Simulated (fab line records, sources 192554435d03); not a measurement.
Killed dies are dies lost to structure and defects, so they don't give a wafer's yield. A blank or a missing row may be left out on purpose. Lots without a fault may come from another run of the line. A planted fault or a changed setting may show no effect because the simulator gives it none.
fab line records | flow n5_finfet | part 1 of 2: steps 1 to 4 of 6
record lots=24 wafers=72 last_day=18
route steps=1938 shown DUMMY_GATE@245 SPACER0@259 SD_EPI_N@277 SD_EPI_P@306 ILD0@341
lots that met no fault: from a run of the same line without faults
start_h: hours from the record's first day to the start of the lot's first wafer shown | wait_h: hours since the lot's step before | " the same as in the row above | L1.1+2: a row that stands for several wafers | - no value, or no start given | * or withheld: withheld | < > ~ a bound
route shown NAME@n: a module of which the file shows steps, and the number in the route of the first | usual: mean/standard deviation of fault-free wafers | same: alike in all rows | chamber/n: place in a boat | sites: the reading at each site | _std_site: their standard deviation | _edge_site: outer sites' mean less inner sites' | radius_mm: how far each site lies from the wafer's centre | mask NAME#n: copy n | behind: the tool/chamber that last shaped the wafer | hold: why the lot was held/for how many hours/how that ended | device: the transistor (n, p or np) that didn't switch | end of line: the same wafers' tests at the end of the route | a step without rows: its recipe alone | killed: dies lost to structure and defects at the first sort, not the wafer's yield | map: a wafer's dies, x killed, . not, _ none there
set.NAME: the setting as run; set.NAME@STEP: as run at that earlier step | model.NAME: the simulator's own value behind a step, which no gauge read
steps of the route over a sample of lots; a table a step, a row a wafer
services: from which hour (start_h, from the record's first day; less than 0 if before it) a tool's chamber was out of use, for how many hours, and why
## steps
# step N5_DUMMY_GATE_HM_OPEN_21
# recipe chemistry=CH3F/O2 target=SiNx target_depth_a=1200 Ar_flow_sccm=150 CH3F_flow_sccm=30 O2_flow_sccm=23 time_s=171.4 pressure_mtorr=30 source_w=395 bias_w=73 ion_energy_ev=120.7
# usual drypump_motor_current_A=5.5/0.36 oes_product_au=0.79/0.088 rf_vpp_V=305/8.3 showerhead_plenum_p_Torr=2.03/0.067 throttle_valve_pct=16.50/0.18
# columns lot.wafer tool chamber start_h wait_h drypump_motor_current_A oes_product_au rf_hours_counter_h rf_vpp_V showerhead_plenum_p_Torr throttle_valve_pct
L074.1 rie_diel-04 2 47.94 0.0 5.7 0.74 128 295 1.94 16.37
L074.5 " 3 " " 5.4 0.75 - 297 2.11 16.53
L074.6 " 0 " " 5.7 0.95 - 308 2.00 16.31
L075.3 rie_diel-02 0 54.75 0.0 4.8 0.72 191 307 2.03 16.82
L075.4 " 1 " " 6.0 0.74 158 322 2.01 16.51
L075.6 " 0 " " 4.7 0.72 - 307 2.03 16.81
L076.1 rie_diel-02 1 60.64 0.0 6.0 0.75 160 322 2.01 16.52
L076.3 " 2 " " 5.8 0.69 237 295 2.00 16.53
L076.5 " 3 " " 5.7 0.95 - 300 2.13 16.45
L077.1 rie_diel-06 3 64.64 0.0 5.2 0.93 9 315 2.15 16.12
L077.4 " 0 " " 5.6 0.78 122 297 2.12 16.49
L077.5 " 3 " " 5.2 0.93 - 317 2.15 16.13
L078.1 rie_diel-06 2 71.08 0.0 6.1 0.81 96 302 2.02 16.29
L078.3 " 0 " " 5.6 0.77 125 295 2.12 16.48
L078.5 " 0 " " 5.6 0.77 - 295 2.12 16.50
L079.2 rie_diel-04 3 80.34 0.0 5.4 0.74 167 294 2.11 16.56
L079.3 " 2 " " 5.7 0.74 135 294 1.94 16.39
L079.6 " 1 " " 5.0 0.70 - 314 2.00 16.67
L080.3 rie_diel-04 1 83.22 0.0 5.0 0.70 198 315 2.00 16.68
L080.5 " 3 " " 5.4 0.74 - 296 2.10 16.55
L080.6 " 0 " " 5.7 0.90 - 307 2.00 16.34
L081.1 rie_diel-06 0 88.54 0.0 5.6 0.77 129 297 2.12 16.50
L081.3 " 1 " " 5.4 0.88 37 301 1.98 16.61
L081.6 " 3 " " 5.2 0.90 - 317 2.15 16.14
L082.1 rie_diel-02 2 96.63 0.0 5.8 0.69 248 296 2.00 16.54
L082.4 " 3 " " 5.7 0.92 19 301 2.13 16.46
L082.5 " 3 " " 5.7 0.92 - 300 2.13 16.47
L083.1 rie_diel-04 0 100.95 0.0 5.6 0.89 30 310 1.99 16.35
L083.2 " 3 " " 5.4 0.74 174 295 2.10 16.57
L083.3 " 2 " " 5.7 0.74 142 295 1.94 16.41
L084.2 rie_diel-06 2 109.28 0.0 6.1 0.79 108 303 2.01 16.30
L084.4 " 0 " " 5.6 0.76 136 296 2.12 16.52
L084.5 " 1 " " 5.4 0.88 - 302 1.98 16.61
L085.1 rie_diel-02 0 113.06 0.0 4.8 0.70 212 306 2.02 16.85
L085.3 " 1 " " 6.0 0.73 179 321 2.00 16.56
L085.6 " 3 " " 5.7 0.91 - 301 2.13 16.48
L086.1 rie_diel-06 2 121.01 0.0 6.1 0.79 111 303 2.01 16.32
L086.3 " 0 " " 5.6 0.75 140 297 2.12 16.53
L086.4 " 3 " " 5.2 0.88 27 315 2.15 16.16
L087.1 rie_diel-02 1 125.26 0.0 6.0 0.73 184 322 2.00 16.56
L087.2 " 3 " " 5.7 0.92 25 300 2.13 16.47
L087.5 " 3 " " 5.7 0.92 - 301 2.13 16.48
L088.3 rie_diel-04 1 131.18 0.0 5.0 0.69 212 315 1.99 16.72
L088.4 " 2 " " 5.7 0.74 150 295 1.94 16.39
L088.5 " 1 " " 5.0 0.70 - 316 1.99 16.70
L089.2 rie_diel-04 2 136.92 0.0 5.7 0.72 151 295 1.94 16.40
L089.3 " 0 " " 5.6 0.87 40 308 1.99 16.35
L089.5 " 3 " " 5.4 0.72 - 295 2.10 16.58
L090.2 rie_diel-06 0 144.75 0.0 5.5 0.76 145 297 2.12 16.53
L090.5 " 0 " " 5.6 0.76 - 296 2.12 16.53
L090.6 " 1 " " 5.4 0.88 - 303 1.98 16.64
L091.2 rie_diel-02 2 150.16 0.0 5.8 0.98 5 296 2.00 16.11
L091.5 " 3 " " 5.7 0.90 - 300 2.12 16.51
L091.6 " 2 " " 5.8 0.98 - 296 2.00 16.11
L092.1 rie_diel-04 0 155.40 0.0 5.6 0.87 45 308 1.99 16.38
L092.2 " 3 " " 5.4 0.72 188 295 2.10 16.58
L092.5 " 2 " " 5.7 0.72 - 295 1.94 16.43
L093.3 rie_diel-06 0 163.27 0.0 5.6 0.76 151 297 2.11 16.55
L093.4 " 3 " " 5.2 0.86 40 316 2.14 16.19
L093.6 " 1 " " 5.4 0.87 - 301 1.98 16.63
L094.3 rie_diel-04 0 169.08 0.0 5.6 0.87 49 309 1.99 16.38
L094.4 " 3 " " 5.4 0.73 192 296 2.10 16.59
L094.5 " 2 " " 5.7 0.73 - 295 1.93 16.43
L095.1 rie_diel-04 2 176.93 0.0 5.7 0.72 163 294 1.93 16.45
L095.4 " 1 " " 5.0 0.68 225 314 1.99 16.75
L095.6 " 2 " " 5.7 0.72 - 295 1.93 16.43
L096.2 rie_diel-04 3 179.36 0.0 5.4 0.72 196 296 2.09 16.58
L096.3 " 2 " " 5.7 0.72 164 293 1.93 16.45
L096.4 " 0 " " 5.6 0.86 52 309 1.99 16.37
L097.1 rie_diel-04 0 186.46 0.0 5.6 0.86 54 309 1.99 16.40
L097.3 " 1 " " 5.0 0.68 227 315 1.99 16.73
L097.6 " 1 " " 5.0 0.68 - 315 1.99 16.73
# step N5_DUMMY_GATE_ETCH_23
# recipe chemistry=HBr/Cl2/O2 HBr_flow_sccm=150 Cl2_flow_sccm=80 O2_flow_sccm=12 bias_w=102 target_depth_a=410 time_s=22.3 target=poly-Si mask_material=SiO2 pressure_mtorr=10 icp_w=800
# usual drypump_motor_current_A=5.8/0.5 oes_product_au=0.994/0.019 throttle_valve_pct=37.3/0.53
# columns lot.wafer tool chamber start_h wait_h drypump_motor_current_A oes_product_au rf_hours_counter_h throttle_valve_pct
L074.1 rie_si-01 2 48.13 0.0 5.4 0.997 120 37.7
L074.5 " 3 " " 5.0 1.010 - 37.4
L074.6 " 2 " " 5.4 1.003 - 37.7
L075.3 rie_si-04 2 54.94 0.0 5.1 0.998 72 37.6
L075.4 " 3 " " 5.6 0.978 192 37.2
L075.6 " 1 " " 5.9 0.972 - 38.1
L076.1 rie_si-02 0 60.83 0.0 5.6 0.980 16 37.6
L076.3 " 2 " " 5.7 0.970 53 37.9
L076.5 " 3 " " 6.2 1.020 - 36.9
L077.1 rie_si-02 2 64.83 0.0 5.7 0.982 53 37.9
L077.4 " 1 " " 6.7 0.986 56 37.6
L077.5 " 2 " " 5.7 0.992 - 37.9
L078.1 rie_si-02 1 71.28 0.0 6.7 0.975 56 37.6
L078.3 " 2 " " 5.7 0.974 54 37.9
L078.5 " 0 " " 5.6 1.001 - 37.6
L079.2 rie_si-02 0 80.53 0.0 5.6 0.987 17 37.6
L079.3 " 1 " " 6.7 0.971 56 37.6
L079.6 " 0 " " 5.6 0.994 - 37.6
L080.3 rie_si-01 0 83.41 0.0 6.4 0.969 7 36.3
L080.5 " 1 " " 5.3 1.027 - 36.8
L080.6 " 2 " " 5.4 0.996 - 37.7
L081.1 rie_si-02 2 88.73 0.0 5.7 0.973 54 37.9
L081.3 " 1 " " 6.7 0.982 56 37.6
L081.6 " 3 " " 6.2 1.003 - 36.9
L082.1 rie_si-04 1 96.82 0.0 5.9 0.981 187 38.1
L082.4 " 3 " " 5.6 0.987 193 37.2
L082.5 " 2 " " 5.1 1.006 - 37.6
L083.1 rie_si-04 0 101.14 0.0 5.9 1.000 29 36.7
L083.2 " 3 " " 5.6 0.994 193 37.2
L083.3 " 1 " " 5.9 0.970 187 38.1
L084.2 rie_si-01 3 109.48 0.0 5.0 1.021 7 37.4
L084.4 " 1 " " 5.3 1.021 127 36.8
L084.5 " 1 " " 5.3 1.031 - 36.8
L085.1 rie_si-04 0 113.25 0.0 6.0 1.012 30 36.7
L085.3 " 1 " " 5.9 0.980 187 38.1
L085.6 " 2 " " 5.1 0.996 - 37.6
L086.1 rie_si-02 1 121.20 0.0 6.7 0.989 57 37.6
L086.3 " 2 " " 5.7 0.967 54 37.9
L086.4 " 0 " " 5.6 0.998 18 37.6
L087.1 rie_si-04 0 125.46 0.0 5.9 1.004 30 36.7
L087.2 " 1 " " 5.9 0.980 187 38.1
L087.5 " 2 " " 5.1 1.002 - 37.6
L088.3 rie_si-04 0 131.38 0.0 5.9 1.023 30 36.7
L088.4 " 3 " " 5.6 0.996 194 37.2
L088.5 " 1 " " 5.9 0.988 - 38.1
L089.2 rie_si-01 3 137.11 0.0 5.0 1.015 7 37.4
L089.3 " 0 " " 6.4 0.970 8 36.3
L089.5 " 0 " " 6.4 0.963 - 36.3
L090.2 rie_si-02 3 144.94 0.0 6.2 1.009 9 36.9
L090.5 " 0 " " 5.6 0.994 - 37.6
L090.6 " 3 " " 6.2 1.003 - 36.9
L091.2 rie_si-01 3 150.37 0.0 5.0 1.011 7 37.4
L091.5 " 0 " " 6.4 0.972 - 36.3
L091.6 " 3 " " 5.0 1.019 - 37.4
L092.1 rie_si-02 1 155.59 0.0 6.7 0.977 58 37.6
L092.2 " 3 " " 6.2 1.006 10 36.9
L092.5 " 2 " " 5.7 0.946 - 37.9
L093.3 rie_si-04 1 163.46 0.0 5.9 0.965 188 38.1
L093.4 " 3 " " 5.6 0.965 0 36.2
L093.6 " 0 " " 5.9 1.006 - 36.7
L094.3 rie_si-02 1 169.27 0.0 6.7 0.991 58 37.7
L094.4 " 3 " " 6.2 1.016 10 36.9
L094.5 " 1 " " 6.6 0.995 - 37.6
L095.1 rie_si-04 1 177.12 0.0 5.9 0.993 188 38.1
L095.4 " 0 " " 5.9 1.015 31 36.7
L095.6 " 2 " " 5.1 1.015 - 37.6
L096.2 rie_si-02 1 179.55 0.0 6.7 0.992 58 37.6
L096.3 " 2 " " 5.7 0.967 55 37.9
L096.4 " 0 " " 5.6 1.003 19 37.6
L097.1 rie_si-01 0 186.65 0.0 6.4 0.984 9 36.3
L097.3 " 2 " " 5.4 0.995 123 37.7
L097.6 " 0 " " 6.4 0.976 - 36.3
# step N5_SPACER0_ALD_00
# recipe material=SiOCN target_thk_a=35 temp_c=400 ald_precursor_family=alkyl-aminosilane ald_co_reactant=O2/N2-plasma pulse_time_s=3 purge_time_s=2 co_reactant_purge_time_s=2 ald_cycles=58 pressure_torr=2
# usual heater_power_w=845/99 precursor_pulse_height_rel=1.002/0.019
# columns lot.wafer tool chamber start_h wait_h heater_power_w precursor_pulse_height_rel
L074.1 ald_sin-01 1 48.81 0.1 884 0.981
L074.5 " 2 " " 860 0.981
L074.6 " 1 " " 859 0.988
L075.3 ald_sin-02 2 55.71 0.1 690 0.982
L075.4 " 3 " " 723 0.989
L075.6 " 1 " " 1016 0.980
L076.1 ald_sin-03 0 61.62 0.1 1038 1.017
L076.3 " 1 " " 838 0.998
L076.5 " 1 " " 841 1.006
L077.1 ald_sin-01 0 65.70 0.1 924 1.016
L077.4 " 1 " " 901 0.995
L077.5 " 0 " " 917 0.991
L078.1 ald_sin-02 0 71.92 0.1 801 1.007
L078.3 " 3 " " 717 1.006
L078.5 " 2 " " 692 1.016
L079.2 ald_sin-01 3 81.50 0.1 831 0.989
L079.3 " 2 " " 849 1.000
L079.6 " 2 " " 849 0.992
L080.3 ald_sin-01 2 84.05 0.1 862 1.007
L080.5 " 1 " " 884 1.032
L080.6 " 0 " " 911 0.966
L081.1 ald_sin-01 3 90.09 0.1 825 0.973
L081.3 " 0 " " 929 0.986
L081.6 " 0 " " 927 1.033
L082.1 ald_sin-02 2 97.56 0.1 684 1.027
L082.4 " 1 " " 992 1.012
L082.5 " 2 " " 688 1.008
L083.1 ald_sin-03 1 101.82 0.1 845 0.998
L083.2 " 2 " " 772 1.018
L083.3 " 3 " " 889 1.023
L084.2 ald_sin-01 1 110.23 0.1 894 1.010
L084.4 " 0 " " 932 0.981
L084.5 " 3 " " 851 0.987
L085.1 ald_sin-02 3 113.89 0.1 724 1.015
L085.3 " 1 " " 982 1.000
L085.6 " 2 " " 691 0.959
L086.1 ald_sin-02 0 122.00 0.1 820 0.989
L086.3 " 1 " " 999 0.997
L086.4 " 2 " " 694 1.010
L087.1 ald_sin-03 2 126.10 0.1 761 0.980
L087.2 " 3 " " 860 1.009
L087.5 " 2 " " 790 1.007
L088.3 ald_sin-03 3 132.10 0.1 868 1.004
L088.4 " 2 " " 752 0.991
L088.5 " 3 " " 863 1.030
L089.2 ald_sin-03 2 137.83 0.1 761 1.024
L089.3 " 1 " " 863 1.011
L089.5 " 1 " " 854 1.005
L090.2 ald_sin-02 1 145.99 0.1 977 0.981
L090.5 " 3 " " 733 1.021
L090.6 " 0 " " 796 1.000
L091.2 ald_sin-02 0 151.54 0.1 825 0.989
L091.5 " 3 " " 725 0.983
L091.6 " 1 " " 964 1.009
L092.1 ald_sin-03 1 156.23 0.1 832 1.005
L092.2 " 0 " " 1050 0.993
L092.5 " 3 " " 843 0.998
L093.3 ald_sin-01 3 164.97 0.1 849 1.030
L093.4 " 2 " " 846 1.012
L093.6 " 0 " " 949 0.988
L094.3 ald_sin-02 0 169.91 0.1 813 0.981
L094.4 " 1 " " 967 0.978
L094.5 " 3 " " 750 1.015
L095.1 ald_sin-02 1 177.76 0.1 977 1.022
L095.4 " 3 " " 723 1.013
L095.6 " 1 " " 1010 1.006
L096.2 ald_sin-02 2 181.72 0.1 699 0.986
L096.3 " 1 " " 971 0.974
L096.4 " 3 " " 753 0.999
L097.1 ald_sin-03 3 188.08 0.1 883 0.980
L097.3 " 0 " " 1026 0.972
L097.6 " 1 " " 859 1.003
# step N5_SD_EPI_N_ETCHBACK_44
# recipe chemistry=CH3F/O2 mode=anisotropic_etchback target=SiNx target_depth_a=145 stop_on=SiO2 over_etch_frac=0.3 ion_energy_ev=120 pressure_mtorr=30 source_w=395 bias_w=73 Ar_flow_sccm=150 CH3F_flow_sccm=30 O2_flow_sccm=20
# usual drypump_motor_current_A=5.5/0.42 oes_product_au=0.66/0.078 rf_vpp_V=296/9.4 showerhead_plenum_p_Torr=2.01/0.074 throttle_valve_pct=16.45/0.29
# same over_etch_frac=0.3
# columns lot.wafer tool chamber start_h wait_h drypump_motor_current_A oes_product_au rf_hours_counter_h rf_vpp_V showerhead_plenum_p_Torr throttle_valve_pct
L074.1 rie_diel-05 0 50.27 0.0 4.7 0.59 248 292 2.07 16.46
L074.5 " 1 " " 5.6 0.72 - 314 1.94 16.26
L074.6 " 2 " " 5.7 0.61 - 286 1.97 16.41
L075.3 rie_diel-05 3 57.03 0.0 6.3 0.61 229 306 2.00 16.44
L075.4 " 2 " " 5.8 0.61 185 286 1.96 16.41
L075.6 " 2 " " 5.8 0.61 - 286 1.96 16.41
L076.1 rie_diel-01 0 62.81 0.0 5.8 0.59 218 293 2.08 16.77
L076.3 " 2 " " 5.9 0.62 217 289 1.91 16.84
L076.5 " 2 " " 5.9 0.61 - 289 1.91 16.82
L077.1 rie_diel-01 0 67.02 0.0 5.8 0.60 219 294 2.08 16.76
L077.4 " 1 " " 5.1 0.62 180 285 2.08 16.63
L077.5 " 3 " " 5.6 0.71 - 301 2.03 16.06
L078.1 rie_diel-01 0 74.08 0.0 5.8 0.59 222 295 2.08 16.77
L078.3 " 1 " " 5.0 0.61 183 285 2.08 16.66
L078.5 " 0 " " 5.8 0.59 - 294 2.08 16.76
L079.2 rie_diel-01 2 82.89 0.0 5.9 0.61 223 289 1.91 16.84
L079.3 " 0 " " 5.8 0.59 225 293 2.07 16.77
L079.6 " 3 " " 5.6 0.70 - 301 2.03 16.07
L080.3 rie_diel-05 1 85.24 0.0 5.6 0.71 80 312 1.93 16.30
L080.5 " 3 " " 6.3 0.60 - 307 2.00 16.48
L080.6 " 0 " " 4.7 0.81 - 289 2.06 16.06
L081.1 rie_diel-03 0 91.41 0.0 5.5 0.63 157 295 1.92 16.76
L081.3 " 2 " " 6.0 0.80 11 305 2.15 16.05
L081.6 " 0 " " 5.5 0.63 - 294 1.92 16.77
L082.1 rie_diel-05 0 98.88 0.0 4.7 0.79 9 291 2.06 16.07
L082.4 " 2 " " 5.7 0.60 200 286 1.96 16.44
L082.5 " 2 " " 5.7 0.60 - 287 1.96 16.43
L083.1 rie_diel-01 3 103.14 0.0 5.6 0.69 77 301 2.03 16.08
L083.2 " 2 " " 5.9 0.61 231 290 1.90 16.85
L083.3 " 1 " " 5.0 0.61 193 283 2.07 16.66
L084.2 rie_diel-03 0 111.85 0.0 5.5 0.63 165 295 1.92 16.78
L084.4 " 2 " " 6.0 0.78 - 306 2.14 16.09
L084.5 " 0 " " 5.5 0.63 - 295 1.92 16.79
L085.1 rie_diel-05 2 115.75 0.0 5.8 0.59 207 287 1.96 16.46
L085.3 " 0 " " 4.7 0.79 16 289 2.06 16.06
L085.6 " 0 " " 4.7 0.78 - 291 2.06 16.07
L086.1 rie_diel-05 3 123.40 0.0 6.3 0.83 2 306 2.00 15.94
L086.3 " 1 " " 5.5 0.70 96 313 1.93 16.32
L086.4 " 2 " " 5.7 0.59 211 287 1.96 16.47
L087.1 rie_diel-05 1 128.24 0.0 5.6 0.70 98 314 1.93 16.32
L087.2 " 2 " " 5.7 0.59 213 287 1.95 16.46
L087.5 " 3 " " 6.3 0.82 - 307 1.99 15.95
L088.3 rie_diel-01 3 133.29 0.0 5.6 0.68 90 302 2.03 16.13
L088.4 " 1 " " 5.0 0.60 203 284 2.07 16.69
L088.5 " 1 " " 5.0 0.60 - 284 2.07 16.69
L089.2 rie_diel-01 0 139.24 0.0 5.8 0.58 249 292 2.07 16.85
L089.3 " 2 " " 5.9 0.60 247 289 1.90 16.90
L089.5 " 0 " " 5.8 0.58 - 294 2.07 16.83
L090.2 rie_diel-01 3 147.19 0.0 5.6 0.68 95 302 2.02 16.13
L090.5 " 1 " " 5.0 0.60 - 285 2.07 16.70
L090.6 " 3 " " 5.6 0.68 - 302 2.02 16.11
L091.2 rie_diel-03 2 152.73 0.0 6.0 0.77 27 307 2.14 16.12
L091.5 " 1 " " 5.0 0.58 - 300 1.89 16.64
L091.6 " 2 " " 6.0 0.77 - 306 2.14 16.10
L092.1 rie_diel-01 2 157.55 0.0 5.9 0.59 255 289 1.90 16.92
L092.2 " 3 " " 5.6 0.68 99 301 2.02 16.14
L092.5 " 1 " " 5.0 0.60 - 283 2.07 16.71
L093.3 rie_diel-01 0 166.29 0.0 5.8 0.83 3 294 2.07 16.32
L093.4 " 3 " " 5.6 0.67 - 302 2.02 16.16
L093.6 " 1 " " 5.0 0.59 - 283 2.06 16.73
L094.3 rie_diel-03 0 171.10 0.0 5.5 0.62 180 293 1.92 16.81
L094.4 " 2 " " 6.0 0.75 - 307 2.14 16.11
L094.5 " 3 " " 5.4 0.70 - 308 2.11 16.31
L095.1 rie_diel-01 0 179.40 0.0 5.8 0.80 10 294 2.06 16.34
L095.4 " 0 " " 5.8 0.80 - 293 2.06 16.34
L095.6 " 1 " " 5.0 0.59 - 284 2.06 16.73
L096.2 rie_diel-01 0 182.91 0.0 5.8 0.79 12 294 2.06 16.33
L096.3 " 1 " " 5.1 0.59 226 285 2.06 16.73
L096.4 " 1 " " 5.0 0.58 - 285 2.06 16.75
L097.1 rie_diel-01 0 189.28 0.0 5.8 0.79 14 293 2.06 16.33
L097.3 " 3 " " 5.5 0.66 114 301 2.02 16.17
L097.6 " 2 " " 5.9 0.83 - 293 2.15 16.37
